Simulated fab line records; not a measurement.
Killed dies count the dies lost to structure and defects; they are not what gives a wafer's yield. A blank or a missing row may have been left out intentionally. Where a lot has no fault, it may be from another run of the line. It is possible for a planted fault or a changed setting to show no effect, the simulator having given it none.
A lot that was struck, set against a sound lot :: flow n5 finfet :: 15 steps out of a route of 1938
Sound: the wafers L709.1, L709.2, L709.4. Wafers struck: L701.1, L701.4, L701.5. At the end, the cause is stated.
Order at every step that has rows: each side's tool, ch and its chambers, its first start. Under that, the readings that differ: sound wafers :: struck wafers :: difference of the means :: sigmas: that difference in standard deviations of wafers without a fault.
alike: words and numbers the same on both sides, and readings whose means are apart by under 2 such deviations; not compared: readings that were withheld, readings missing a value for some wafer, numbers with overlapping values and no deviation given by the record, and bounds like >300 which may hide the same value.
A row with sigmas, a row that says differs or no value, or rows on one side alone: a step with any of these is where the two part. Numbers that have no deviation but don't overlap get no sigmas and don't part them. A reading that every wafer of one side lacks parts them only if that side has two wafers or more.

N5_BEOL_M5_CD_MEAS_35: target cd 28 nm, target cd y 24 nm.
  struck on cd sem-03, day 10 14:40; sound on cd sem-02, day 12 16:25
reading: cd nm (nm)
sound: 28.19 28.61 28.75
struck: 28.11 27.63 28.06
difference: -0.58
sigmas: -2
N5_BEOL_M5_CURE_80: cures SiCOH lowk, time 120 s.
  sound on uv cure-03 ch 0, day 12 16:39; struck on uv cure-02 ch 1, day 10 14:42
  alike: lamp power pct, wafer_temp_C_max
N5_BEOL_M5_DEGAS_44: time 60 s.
  struck on pvd sputter-03, day 10 15:12; sound on pvd sputter-01, day 12 16:59
  alike: heater power w, susceptor temp C
then, 2 steps without rows for these wafers: N5_BEOL_M5_PRE_CLEAN_45 (time 30 s); N5_BEOL_M5_ALD_86 (deposits TaN, pulse time 2 s, purge time 3 s, co reactant purge time 2 s).
N5_BEOL_M5_SURFACE_TREAT_87:
  struck on pvd sputter-03, day 10 15:48; sound on pvd sputter-03, day 12 17:29
  alike: ar flow sccm
  not compared: throttle valve pct
then, 3 steps without rows for these wafers: N5_BEOL_M5_CVD_47 (deposits Co from CCTBA/H2, target thk 3 nm, time 216 s); N5_BEOL_M5_SPUTTER_48 (material Cu, target thk 15 nm, time 27.62 s); N5_BEOL_M5_ANNEAL_49 (time 1800 s).
N5_BEOL_M5_SPUTTER_81: material Cu, target thk 15 nm, time 27.62 s.
  struck on pvd sputter-03, day 10 17:08; sound on pvd sputter-01, day 12 18:56
  alike: susceptor temp C, throttle valve pct
then, 2 steps without rows for these wafers: N5_BEOL_M5_ANNEAL_82 (time 1800 s); N5_BEOL_M5_SPUTTER_83 (material Cu, target thk 15 nm, time 27.62 s).
N5_BEOL_M5_ANNEAL_84: time 1800 s.
  struck on pvd sputter-03, day 10 18:17; sound on pvd sputter-01, day 12 20:15
  no value came back on the struck wafers for heater power w (W), susceptor temp C (C); on the sound wafers heater power w (W) reads 922 990 829
N5_BEOL_M5_SPUTTER_88: material Cu, target thk 15 nm, time 27.62 s.
  struck on pvd sputter-03, day 10 19:18; sound on pvd sputter-01, day 12 21:23
  alike: susceptor temp C, throttle valve pct
next, for these wafers, 1 step has no rows: N5_PASSIVATION_PROBE_49.

WHERE THEY PART
First at N5_BEOL_M5_CD_MEAS_35; last, within this record, at N5_BEOL_M5_ANNEAL_84. Later steps at which nothing parts them and some readings are alike: N5_BEOL_M5_SPUTTER_88.

WHY: whatever the simulator had introduced
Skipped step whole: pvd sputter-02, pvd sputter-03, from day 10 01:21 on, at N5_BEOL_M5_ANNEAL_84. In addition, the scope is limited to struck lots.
